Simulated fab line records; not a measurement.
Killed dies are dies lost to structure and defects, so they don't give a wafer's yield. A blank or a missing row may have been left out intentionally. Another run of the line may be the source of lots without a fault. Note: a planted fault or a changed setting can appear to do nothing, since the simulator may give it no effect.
fab line records -- flow n5_finfet
record: lots: 10, wafers: 29, last_day: 19
route steps=1938 shown BEOL_M2@914 BEOL_M3@931 BEOL_M4@1111 PASSIVATION@1936
lots that met no fault: from a run of the same line without faults
start_h: start of the lot's first displayed wafer, in hours after the record's first day -- wait_h: time in hours since the lot's previous step -- " as in the row above -- L1.1+2: a single row standing in for several wafers -- - value missing, or start not given -- * or withheld: withheld -- < > ~ a bound
route shown NAME@n: a module of which the file shows steps, and the number in the route of the first -- usual: mean and standard deviation over wafers with no fault -- same: alike in all rows -- chamber/n: place in a boat -- sites: readings site by site -- _std_site: the standard deviation of these -- _edge_site: outer sites' mean less inner sites' -- radius_mm: for every site, how far away it sits from the centre of the wafer -- mask NAME#n: copy n -- behind: tool/chamber where the wafer was last shaped -- hold: the reason the lot was held/the length of the hold in hours/how it ended -- device: names the non-switching transistor (n, p or np) -- end of line: the route-end tests of the same wafers -- step lacking rows: just its recipe -- killed: count of dies lost to structure and defects at first sort (not the wafer's yield) -- map: a wafer's dies, x killed, . not, _ none there
set.NAME: the setting as run; set.NAME@STEP: as run at that earlier step -- model.NAME: the simulator's own value behind a step, which no gauge read
one table for each step of the route and one row for each wafer, over a sample of lots
services: the hour from which a tool's chamber was out of use, counted from the record's first day as start_h (under 0 if before that day), plus the number of hours and why
== steps ==
step: N5_BEOL_M2_SPUTTER_90
recipe: material: Cu, target_thk_a: 45, temp_c: -20, chamber_pressure_pa: 0.07, power_w: withheld, time_s: 8.29
usual: chuck_gas_flow_sccm: 1.26/0.052, substrate_temp_c: -20.00/0.097, throttle_valve_pct: 29.8/1.3
lot.wafer,tool,chamber,start_h,wait_h,chuck_gas_flow_sccm,substrate_temp_c,throttle_valve_pct
L230.1,pvd_sputter-02,-,159.83,0.1,1.29,-19.76,29.9
L230.3,pvd_sputter-02,-,159.83,0.1,1.16,-20.15,27.9
L230.5,pvd_sputter-02,-,159.83,0.1,1.21,-20.12,30.1
L231.1,pvd_sputter-03,-,163.57,0.1,1.34,-19.86,29.6
L231.3,pvd_sputter-03,-,163.57,0.1,1.30,-19.84,30.8
L231.6,pvd_sputter-03,-,163.57,0.1,1.24,-19.81,30.1
L232.2,pvd_sputter-03,-,165.41,0.1,1.23,-19.93,30.6
L232.3,pvd_sputter-03,-,165.41,0.1,1.21,-19.91,28.0
L232.5,pvd_sputter-03,-,165.41,0.1,1.24,-19.89,30.6
L233.2,pvd_sputter-02,-,169.00,0.1,1.23,-20.11,27.9
L233.4,pvd_sputter-02,-,169.00,0.1,1.26,-19.98,30.9
L233.6,pvd_sputter-02,-,169.00,0.1,1.28,-19.93,31.2
L242.2,pvd_sputter-03,-,235.12,0.1,1.18,-20.01,28.3
L242.4,pvd_sputter-03,-,235.12,0.1,1.38,-19.88,30.8
L245.1,pvd_sputter-02,-,236.30,0.1,1.30,-20.09,30.2
L245.2,pvd_sputter-02,-,236.30,0.1,1.24,-19.85,28.3
L245.4,pvd_sputter-02,-,236.30,0.1,1.35,-20.03,30.2
L246.1,pvd_sputter-03,-,241.68,0.1,1.27,-19.90,28.4
L246.4,pvd_sputter-03,-,241.68,0.1,1.27,-20.10,28.3
L246.6,pvd_sputter-03,-,241.68,0.1,1.32,-19.97,30.5
L248.2,pvd_sputter-03,-,268.56,0.1,1.28,-19.96,31.0
L248.3,pvd_sputter-03,-,268.56,0.1,1.14,-19.96,29.9
L248.5,pvd_sputter-03,-,268.56,0.1,1.23,-20.04,30.0
L251.1,pvd_sputter-03,-,292.64,0.1,1.19,-20.21,29.7
L251.3,pvd_sputter-03,-,292.64,0.1,1.31,-20.15,28.2
L251.4,pvd_sputter-03,-,292.64,0.1,1.32,-20.02,28.2
L253.1,pvd_sputter-02,-,307.11,0.1,1.29,-20.03,30.0
L253.3,pvd_sputter-02,-,307.11,0.1,1.27,-20.05,30.0
L253.6,pvd_sputter-02,-,307.11,0.1,1.35,-19.99,30.4
step: N5_BEOL_M2_ANNEAL_91
recipe: temp_c: 400, time_s: 240, ambient: vacuum
usual: heater_power_w: 780/74
lot.wafer,tool,chamber,start_h,wait_h,heater_power_w
L230.1,pvd_sputter-02,-,159.91,0.0,857
L230.3,pvd_sputter-02,-,159.91,0.0,795
L230.5,pvd_sputter-02,-,159.91,0.0,742
L231.1,pvd_sputter-03,-,163.65,0.0,765
L231.3,pvd_sputter-03,-,163.65,0.0,752
L231.6,pvd_sputter-03,-,163.65,0.0,757
L232.2,pvd_sputter-03,-,165.49,0.0,772
L232.3,pvd_sputter-03,-,165.49,0.0,850
L232.5,pvd_sputter-03,-,165.49,0.0,758
L233.2,pvd_sputter-02,-,169.08,0.0,788
L233.4,pvd_sputter-02,-,169.08,0.0,645
L233.6,pvd_sputter-02,-,169.08,0.0,649
L242.2,pvd_sputter-03,-,235.20,0.0,820
L242.4,pvd_sputter-03,-,235.20,0.0,754
L245.1,pvd_sputter-02,-,236.38,0.0,762
L245.2,pvd_sputter-02,-,236.38,0.0,805
L245.4,pvd_sputter-02,-,236.38,0.0,898
L246.1,pvd_sputter-03,-,241.76,0.0,793
L246.4,pvd_sputter-03,-,241.76,0.0,855
L246.6,pvd_sputter-03,-,241.76,0.0,732
L248.2,pvd_sputter-03,-,268.64,0.0,739
L248.3,pvd_sputter-03,-,268.64,0.0,748
L248.5,pvd_sputter-03,-,268.64,0.0,752
L251.1,pvd_sputter-03,-,292.72,0.0,727
L251.3,pvd_sputter-03,-,292.72,0.0,843
L251.4,pvd_sputter-03,-,292.72,0.0,793
L253.1,pvd_sputter-02,-,307.19,0.0,873
L253.3,pvd_sputter-02,-,307.19,0.0,761
L253.6,pvd_sputter-02,-,307.19,0.0,731
step: N5_BEOL_M2_ANNEAL_93
recipe: temp_c: 400, time_s: 240, ambient: vacuum
usual: heater_power_w: 779/71
lot.wafer,tool,chamber,start_h,wait_h,heater_power_w
L230.1,pvd_sputter-02,-,160.13,0.0,859
L230.3,pvd_sputter-02,-,160.13,0.0,775
L230.5,pvd_sputter-02,-,160.13,0.0,747
L231.1,pvd_sputter-03,-,163.87,0.0,758
L231.3,pvd_sputter-03,-,163.87,0.0,736
L231.6,pvd_sputter-03,-,163.87,0.0,758
L232.2,pvd_sputter-03,-,165.71,0.0,750
L232.3,pvd_sputter-03,-,165.71,0.0,834
L232.5,pvd_sputter-03,-,165.71,0.0,765
L233.2,pvd_sputter-02,-,169.30,0.0,782
L233.4,pvd_sputter-02,-,169.30,0.0,646
L233.6,pvd_sputter-02,-,169.30,0.0,648
L242.2,pvd_sputter-03,-,235.42,0.0,820
L242.4,pvd_sputter-03,-,235.42,0.0,759
L245.1,pvd_sputter-02,-,236.60,0.0,765
L245.2,pvd_sputter-02,-,236.60,0.0,782
L245.4,pvd_sputter-02,-,236.60,0.0,878
L246.1,pvd_sputter-03,-,241.98,0.0,805
L246.4,pvd_sputter-03,-,241.98,0.0,835
L246.6,pvd_sputter-03,-,241.98,0.0,777
L248.2,pvd_sputter-03,-,268.86,0.0,752
L248.3,pvd_sputter-03,-,268.86,0.0,762
L248.5,pvd_sputter-03,-,268.86,0.0,754
L251.1,pvd_sputter-03,-,292.94,0.0,745
L251.3,pvd_sputter-03,-,292.94,0.0,818
L251.4,pvd_sputter-03,-,292.94,0.0,827
L253.1,pvd_sputter-02,-,307.41,0.0,864
L253.3,pvd_sputter-02,-,307.41,0.0,728
L253.6,pvd_sputter-02,-,307.41,0.0,754
step: N5_BEOL_M3_ILD_DEP_00
recipe: material: SiOC, target_thk_a: 790, temp_c: 350, precursor: DEMS/O2, pressure_torr: 5, rf_w: 500, time_s: 15.3
usual: heater_power_w: 462/52, showerhead_plenum_p_Torr: 5.696/0.013, throttle_valve_pct: 12.2/1
lot.wafer,tool,chamber,start_h,wait_h,heater_power_w,showerhead_plenum_p_Torr,throttle_valve_pct
L230.1,pecvd-03,2,161.94,0.0,458,5.711,11.0
L230.3,pecvd-03,0,161.94,0.0,578,5.696,13.7
L230.5,pecvd-03,1,161.94,0.0,445,5.689,13.1
L231.1,pecvd-03,0,165.41,0.0,569,5.692,13.7
L231.3,pecvd-03,2,165.41,0.0,454,5.700,11.0
L231.6,pecvd-03,1,165.41,0.0,407,5.697,13.2
L232.2,pecvd-01,2,169.83,0.0,389,5.708,12.6
L232.3,pecvd-01,2,169.83,0.0,384,5.701,12.5
L232.5,pecvd-01,1,169.83,0.0,442,5.687,11.1
L233.2,pecvd-01,1,175.64,0.0,436,5.687,11.2
L233.4,pecvd-01,2,175.64,0.0,397,5.709,12.5
L233.6,pecvd-01,1,175.64,0.0,460,5.688,11.2
L242.2,pecvd-01,0,236.89,0.0,412,5.694,11.4
L242.4,pecvd-01,0,236.89,0.0,415,5.700,11.6
L245.1,pecvd-03,1,238.17,0.0,401,5.687,13.2
L245.2,pecvd-03,2,238.17,0.0,428,5.696,11.1
L245.4,pecvd-03,1,238.17,0.0,406,5.694,13.2
L246.1,pecvd-03,2,243.47,0.0,436,5.694,11.3
L246.4,pecvd-03,1,243.47,0.0,390,5.695,13.3
L246.6,pecvd-03,0,243.47,0.0,502,5.703,13.5
L248.2,pecvd-03,2,270.34,0.0,466,5.690,11.3
L248.3,pecvd-03,0,270.34,0.0,564,5.712,13.7
L248.5,pecvd-03,1,270.34,0.0,451,5.685,13.1
L251.1,pecvd-01,2,294.41,0.0,394,5.720,10.9
L251.3,pecvd-01,0,294.41,0.0,417,5.705,11.7
L251.4,pecvd-01,2,294.41,0.0,404,5.699,10.8
L253.1,pecvd-03,1,308.89,0.0,456,5.709,13.5
L253.3,pecvd-03,2,308.89,0.0,459,5.702,11.2
L253.6,pecvd-03,0,308.89,0.0,539,5.698,13.8
step: N5_BEOL_M3_THK_MEAS_01
recipe: reads: SiOC_of_BEOL_M3_ILD_DEP_00
usual: M3_ILD_THK: 79.4/1.1
lot.wafer,tool,chamber,start_h,wait_h,M3_ILD_THK[nm]
L230.1,film_metro-02,-,162.01,0.0,78.6
L230.3,film_metro-02,-,162.01,0.0,79.0
L230.5,film_metro-02,-,162.01,0.0,80.9
L231.1,film_metro-02,-,165.49,0.1,79.6
L231.3,film_metro-02,-,165.49,0.1,77.6
L231.6,film_metro-02,-,165.49,0.1,80.5
L232.2,film_metro-02,-,169.91,0.1,79.2
L232.3,film_metro-02,-,169.91,0.1,79.3
L232.5,film_metro-02,-,169.91,0.1,79.1
L233.2,film_metro-01,-,175.73,0.1,77.8
L233.4,film_metro-01,-,175.73,0.1,79.2
L233.6,film_metro-01,-,175.73,0.1,79.5
L242.2,film_metro-02,-,236.96,0.1,93.6
L242.4,film_metro-02,-,236.96,0.1,79.4
L245.1,film_metro-02,-,238.24,0.0,79.3
L245.2,film_metro-02,-,238.24,0.0,77.7
L245.4,film_metro-02,-,238.24,0.0,80.1
L246.1,film_metro-01,-,243.54,0.0,78.9
L246.4,film_metro-01,-,243.54,0.0,81.3
L246.6,film_metro-01,-,243.54,0.0,79.5
L248.2,film_metro-02,-,270.41,0.1,77.5
L248.3,film_metro-02,-,270.41,0.1,78.2
L248.5,film_metro-02,-,270.41,0.1,80.9
L251.1,film_metro-01,-,294.49,0.1,77.3
L251.3,film_metro-01,-,294.49,0.1,79.1
L251.4,film_metro-01,-,294.49,0.1,79.0
L253.1,film_metro-02,-,308.95,0.0,80.5
L253.3,film_metro-02,-,308.95,0.0,79.2
L253.6,film_metro-02,-,308.95,0.0,78.7
step: N5_BEOL_M4_RC_MEAS_101
usual: DIBL_N: 36.1/1.6, DIBL_P: 35.8/2, IOFF_N: 0.157/0.029, IOFF_P: 0.21/0.034, ION_N: 677/13, ION_P: 465/8.1, SS_N: 71.3/0.61, SS_P: 73.2/0.65, VT_N: 249/3.3, VT_P: -250/3.2
lot.wafer,tool,chamber,start_h,wait_h,DIBL_N[mV/V],DIBL_P[mV/V],IOFF_N[nA/um],IOFF_P[nA/um],ION_N[uA/um],ION_P[uA/um],SS_N[mV/dec],SS_P[mV/dec],VT_N[mV],VT_P[mV]
L230.1,prober-02,0,205.39,0.0,37.6,37.7,0.208,0.24,694,467,71.5,74.4,245,-250
L230.3,prober-02,0,205.39,0.0,35.0,34.2,0.148,0.19,678,468,71.5,73.2,247,-250
L230.5,prober-02,0,205.39,0.0,36.7,37.0,0.181,0.23,676,460,71.1,73.8,247,-248
L231.1,prober-02,0,208.97,0.0,36.0,33.8,0.128,0.19,644,452,70.7,72.8,254,-255
L231.3,prober-02,0,208.97,0.0,39.0,39.3,0.195,0.27,685,472,71.7,73.7,249,-247
L231.6,prober-02,0,208.97,0.0,35.8,34.8,0.135,0.20,658,451,71.0,73.5,253,-252
L232.2,prober-02,0,211.29,0.2,40.0,39.3,0.244,0.29,701,475,72.2,74.9,244,-246
L232.3,prober-02,0,211.29,0.2,35.2,33.5,0.147,0.18,679,459,70.7,73.0,249,-251
L232.5,prober-02,0,211.29,0.2,35.3,33.8,0.142,0.19,672,459,71.1,73.3,251,-251
L233.2,prober-01,0,217.49,0.2,33.4,31.8,0.111,0.16,658,455,70.3,72.7,254,-255
L233.4,prober-01,0,217.49,0.2,35.9,34.4,0.152,0.20,693,473,70.8,72.9,248,-249
L233.6,prober-01,0,217.49,0.2,33.6,31.7,0.112,0.16,679,467,70.9,72.5,253,-254
L242.2,prober-02,0,275.03,0.2,36.2,37.6,0.172,0.23,702,483,71.0,73.5,249,-249
L242.4,prober-02,0,275.03,0.2,37.6,39.2,0.200,0.27,708,481,72.1,74.2,245,-250
L245.1,prober-01,0,276.90,0.0,38.0,38.6,0.177,0.21,685,464,71.6,73.8,247,-251
L245.2,prober-01,0,276.90,0.0,34.2,34.1,0.116,0.15,669,459,70.7,71.3,253,-256
L245.4,prober-01,0,276.90,0.0,36.3,35.9,0.141,0.18,666,455,71.8,72.8,254,-251
L246.1,prober-01,0,292.55,0.3,33.9,34.0,0.114,0.19,666,461,70.4,73.0,253,-250
L246.4,prober-01,0,292.55,0.3,35.4,34.9,0.128,0.20,654,456,70.9,72.7,254,-251
L246.6,prober-01,0,292.55,0.3,35.3,35.1,0.133,0.21,672,468,70.9,72.8,252,-250
L248.2,prober-01,0,313.16,0.2,34.8,34.1,0.139,0.19,680,466,70.9,72.9,250,-251
L248.3,prober-01,0,313.16,0.2,35.3,34.8,0.144,0.19,671,457,70.9,72.8,251,-251
L248.5,prober-01,0,313.16,0.2,35.4,35.1,0.147,0.20,667,456,71.1,73.9,249,-253
L251.1,prober-02,0,321.63,0.0,36.3,36.8,0.149,0.21,681,467,71.3,72.9,248,-253
L251.3,prober-02,0,321.63,0.0,34.6,35.0,0.125,0.17,665,463,71.1,73.0,251,-256
L251.4,prober-02,0,321.63,0.0,37.7,38.3,0.171,0.22,680,469,71.8,73.6,250,-250
L253.1,prober-02,0,342.88,0.0,37.4,38.5,0.181,0.25,683,464,72.0,73.1,248,-249
L253.3,prober-02,0,342.88,0.0,37.5,37.4,0.181,0.24,694,476,72.1,73.9,246,-248
L253.6,prober-02,0,342.88,0.0,36.9,37.8,0.172,0.24,696,480,71.8,73.8,249,-249
step: N5_PASSIVATION_PROBE_49
usual: defect_limited_yield: 91.0/1.4, killed_at_M0_to_M3: 33/11, killed_at_M4_up: 14/5, killed_at_contacts: 11/7.3, killed_at_front_end: 43/12, killed_at_other: 4/3.1, killed_dies: 106/17, killed_open: 69/13, killed_short: 34/8.7, sort_bin_5_function: 5.2/0.96, sort_bin_6_memory: 3.3/0.66, sort_n_pass: 1074/17, sort_yield_pct: 91.0/1.4
same: gross_dies: 1180, killed_at_back_side: 0, sort_bin_4_leakage[%]: 0, sort_bin_8_speed[%]: 0
lot.wafer,tool,chamber,start_h,wait_h,defect_limited_yield[%],killed_at_M0_to_M3,killed_at_M4_up,killed_at_contacts,killed_at_front_end,killed_at_other,killed_dies,killed_open,killed_short,sort_bin_5_function[%],sort_bin_6_memory[%],sort_n_pass,sort_yield_pct[%]
L245.1,prober-01,-,389.84,0.0,91.4,34,10,5,52,1,102,71,30,5.3,3.2,1078,91.4
L246.1,prober-01,-,403.89,0.0,90.3,35,14,1,59,6,115,75,32,5.3,3.6,1065,90.3
L246.4,prober-01,-,404.04,0.2,92.3,30,11,3,38,9,91,62,26,4.6,2.9,1089,92.3
killed by level:class
L245.1 STI_FIN_REVEAL:geometric_particle:open=21 FIN_SAQP:geometric_particle:short=12 FIN_SAQP:geometric_particle:open=9 BEOL_M2:geometric_particle:open=8 BEOL_M0_SAQP:geometric_particle:open=6 BEOL_M3:geometric_particle:open=6 BEOL_M0:geometric_particle:open=4 STI_FIN_REVEAL:geometric_particle:short=3
L246.1 STI_FIN_REVEAL:geometric_particle:open=24 BEOL_M1:geometric_particle:open=15 STI_FIN_REVEAL:geometric_particle:short=7 BEOL_M3:geometric_particle:open=6 STARTING-WAFER:geometric_particle:short=6 HKMG_FIN:area_etch=6 BEOL_M0_SAQP:geometric_particle:short=5 BEOL_M0_SAQP:geometric_particle:open=5
L246.4 STI_FIN_REVEAL:geometric_particle:open=20 BEOL_M1:geometric_particle:open=7 BEOL_M3:geometric_particle:open=6 DUMMY_GATE:geometric_particle:open=5 BEOL_M2:geometric_particle:open=5 GATE_CUT:geometric_particle:short=4 BEOL_M0_SAQP:geometric_particle:open=4 MIM_TOP_ETCH:geometric_particle:short=4
== services ==
tool,chamber,start_h,hours,kind
pecvd-03,2,142.11,7.6,repair
pecvd-03,-,154.55,6.0,pm
pecvd-01,0,157.27,29.6,repair
pecvd-01,1,162.53,5.0,scheduled_down
pecvd-01,-,180.22,1.5,repair
pecvd-03,0,192.22,5.5,scheduled_down
pecvd-01,2,202.38,-,clean
pecvd-01,2,202.38,-,consumable_replace:showerhead
pecvd-01,2,202.38,29.0,scheduled_down
pecvd-01,2,202.38,29.0,vent_cycle
pecvd-01,1,292.97,3.6,repair
pecvd-01,-,297.04,28.1,pm
== key ==
first_sign: step: N5_BEOL_M3_THK_MEAS_01, reading: M3_ILD_THK, direction: up, sigmas: 13, usual: 79.4, struck: 93.6
effect none on later readings
met_at N5_BEOL_M3_ILD_DEP_00
struck_lots L242
struck_wafers L242.2
not_acting_at N5_BEOL_M2_SPUTTER_90,N5_BEOL_M2_ANNEAL_91,N5_BEOL_M2_ANNEAL_93
onset_between 175.64 236.89
fault: kind: process_parameter_drift, tool: pecvd-01, chamber: -, onset_h: 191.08, steps: N5_BEOL_M3_ILD_DEP_00, channel: target_thk_a, offset: *, shape: step, end_h: 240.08, scope: struck_wafers_only, acts_in: *, stated: *
